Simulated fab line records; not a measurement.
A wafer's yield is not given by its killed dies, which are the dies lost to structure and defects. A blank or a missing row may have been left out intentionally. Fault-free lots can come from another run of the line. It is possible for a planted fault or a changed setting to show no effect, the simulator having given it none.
Comparing a struck lot with a sound one    flow nand harc    14 steps out of a route of 1302
Sound: the wafers L484.2, L484.3, L484.4. Wafers L498.3, L498.4, L498.6 were the ones struck. The cause comes at the end.
For every step that has rows: the tool of each side, followed by ch and its chambers, followed by its first start. Under that, the readings that differ: sound wafers    struck wafers    difference of the means    sigmas: that difference in standard deviations of wafers without a fault.
alike: words and numbers the same on both sides, and readings whose means are apart by under 2 such deviations; not compared: readings that were withheld, readings missing a value for some wafer, numbers with overlapping values and no deviation given by the record, and bounds like >300 which may hide the same value.
A row with sigmas, a row that says differs or no value, or rows on one side alone: a step with any of these is where the two part. Non-overlapping numbers with no deviation appear without sigmas and do not part them. A reading missing from all wafers of one side parts the sides only when that side holds two or more wafers.

first, 7 steps without rows for these wafers: NHARC_P_M0_COAT_33 (time 65 s); NHARC_P_M0_COAT_03 (resist thk 90 nm); NHARC_P_M0_SOFTBAKE_04 (time 55 s); NHARC_P_M0_EBR_05; NHARC_P_M0_EXPOSE_06 (exposes mask P M0, target cd 90 nm); NHARC_P_M0_PEB_07 (peb time 65 s); NHARC_P_M0_DEVELOP_08 (develop time 35 s).
NHARC_P_M0_CD_MEAS_09: target cd 90 nm.
  sound on cd sem-02 ch 0, day 8 05:13; struck on cd sem-03 ch 0, day 13 20:20
  alike: cd nm
NHARC_P_M0_OVL_MEAS_10: pitch 180 nm.
  sound on overlay-01 at day 8 05:18; struck on overlay-01 at day 13 20:25
  alike: overlay x nm, overlay y nm
NHARC_P_M0_INSPECT_11:
  sound on defect inspect-01 at day 8 05:20; struck on defect inspect-01 at day 13 20:28
  alike: raw defect count
NHARC_P_M0_DESCUM_14: chemistry O2, time 3 s.
  sound on rie diel-04 ch 0,2,3, day 8 05:23; struck on rie diel-04 ch 1,2, day 13 20:32
  alike: drypump motor current A, oes product au, rf vpp V, showerhead plenum p Torr, throttle valve pct
  not compared: rf hours counter h
NHARC_P_M0_ETCH_34: etches the open film in N2/H2, target depth 40 nm, overetch 12 nm, time 43.94 s.
  sound on rie diel-04 ch 2,3, day 8 05:30; struck on rie diel-04 ch 0,1, day 13 20:36
  alike: bias w, chamber pressure mTorr, drypump motor current A, oes product au, rf vpp V, showerhead plenum p Torr, throttle valve pct
  not compared: rf hours counter h
NHARC_P_M0_ETCH_15: etches the open film in C4F8/Ar, target depth 150 nm, overetch 15 nm, time 82.5 s.
  sound on rie diel-04 ch 0,2,3, day 8 05:36; struck on rie diel-04 ch 0,2, day 13 20:42
  no value came back on the struck wafers for bias w (W), chamber pressure mTorr (mTorr), oes product au (a.u.), rf vpp V (V); on the sound wafers bias w (W) reads 300.2 298.2 299.7
  not compared: rf hours counter h
NHARC_P_M0_CD_MEAS_16:
  sound on cd sem-02 at day 8 05:44; struck on cd sem-03 at day 13 20:49
  alike: cd nm

## WHERE THEY PART
NHARC_P_M0_ETCH_15 only, going by this record. Later steps at which nothing parts them and some readings are alike: NHARC_P_M0_CD_MEAS_16.

WHY: the cause the simulator had injected
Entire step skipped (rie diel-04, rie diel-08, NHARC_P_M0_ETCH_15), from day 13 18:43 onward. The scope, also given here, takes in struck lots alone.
